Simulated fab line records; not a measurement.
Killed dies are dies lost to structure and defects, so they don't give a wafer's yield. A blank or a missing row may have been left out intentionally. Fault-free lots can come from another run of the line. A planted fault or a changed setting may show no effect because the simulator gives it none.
Matching of chambers | flow n5-finfet | N5_BEOL_M2_ALD_98 on ald-sin-03: 4 sister chambers
The step deposits SiO2, target thk 2.5 nm, pulse time 1 s, co reactant pulse time 1 s. 22 wafers are shown with their chamber, then 11 later ones without.

WAFERS WITH THEIR CHAMBER
wafer  | chamber | heater-power-w (W) | precursor-pulse-height-rel
L077.2 | 1       | 79                 | 1.003
L077.3 | 0       | 78                 | 0.999
L077.4 | 2       | 80                 | 1.017
L078.2 | 1       | 76                 | 0.999
L078.3 | 2       | 81                 | 0.982
L078.4 | 3       | 75                 | 0.983
L081.3 | 0       | 79                 | 0.987
L081.4 | 1       | 75                 | 1.032
L081.6 | 2       | 81                 | 1.004
L083.2 | 1       | 77                 | 0.986
L083.5 | 3       | 75                 | 1.011
L083.6 | 2       | 81                 | 0.980
L084.2 | 1       | 78                 | 1.014
L084.3 | 3       | 72                 | 0.989
L084.4 | 0       | 77                 | 0.977
L087.1 | 2       | 80                 | 0.990
L087.2 | 3       | 73                 | 1.005
L087.4 | 0       | 78                 | 1.010
L089.1 | 1       | 77                 | 1.015
L089.4 | 2       | 81                 | 1.038
L089.6 | 2       | 82                 | 1.008
L093.2 | 0       | 77                 | 0.997

SIGNATURES (means of the wafers above)
reading                    | chamber 0 | chamber 1 | chamber 2 | chamber 3 | scatter within a chamber
heater-power-w             | 77.80     | 77.00     | 80.86     | 73.75     | 1.12
precursor-pulse-height-rel | 0.99400   | 1.00817   | 1.00271   | 0.99700   | 0.0166
Rule: a wafer's distance from a chamber is the root of the sum, over the readings, of the square of ((its reading less the chamber's mean) divided by the reading's scatter). The wafer belongs to the nearest chamber; if the next one is less than 2 further off, it can't be placed. The scatter: take each reading less its chamber's mean, square it, sum over the shown wafers, divide by the number of wafers less the number of chambers, and take the root.

WAFERS WITHOUT THEIR CHAMBER
wafer  | heater-power-w (W) | precursor-pulse-height-rel
L093.3 | 74                 | 1.001
L093.5 | 76                 | 0.988
L095.1 | 80                 | 0.967
L095.2 | 77                 | 0.998
L095.5 | 75                 | 1.059
L096.2 | 76                 | 0.969
L096.4 | 79                 | 0.967
L096.6 | 81                 | 0.997
L097.3 | 76                 | 1.005
L097.5 | 76                 | 0.980
L097.6 | 82                 | 1.021

WHICH CHAMBER EACH ONE RAN IN
wafer  | from the rows above          | in truth
L093.3 | 3                            | 3
L093.5 | can't be placed: 1 or 0 or 3 | 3
L095.1 | can't be placed: 2 or 0 or 1 | 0
L095.2 | can't be placed: 1 or 0      | 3
L095.5 | can't be placed: 1 or 3 or 0 | 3
L096.2 | can't be placed: 0 or 1 or 3 | 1
L096.4 | can't be placed: 0 or 2 or 1 | 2
L096.6 | 2                            | 2
L097.3 | can't be placed: 1 or 0 or 3 | 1
L097.5 | can't be placed: 0 or 1 or 3 | 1
L097.6 | 2                            | 2
Correct placement for 3 of the 11. These rows do not allow placing 8 (true chamber among the candidates in 7). Placed wrongly: 0.
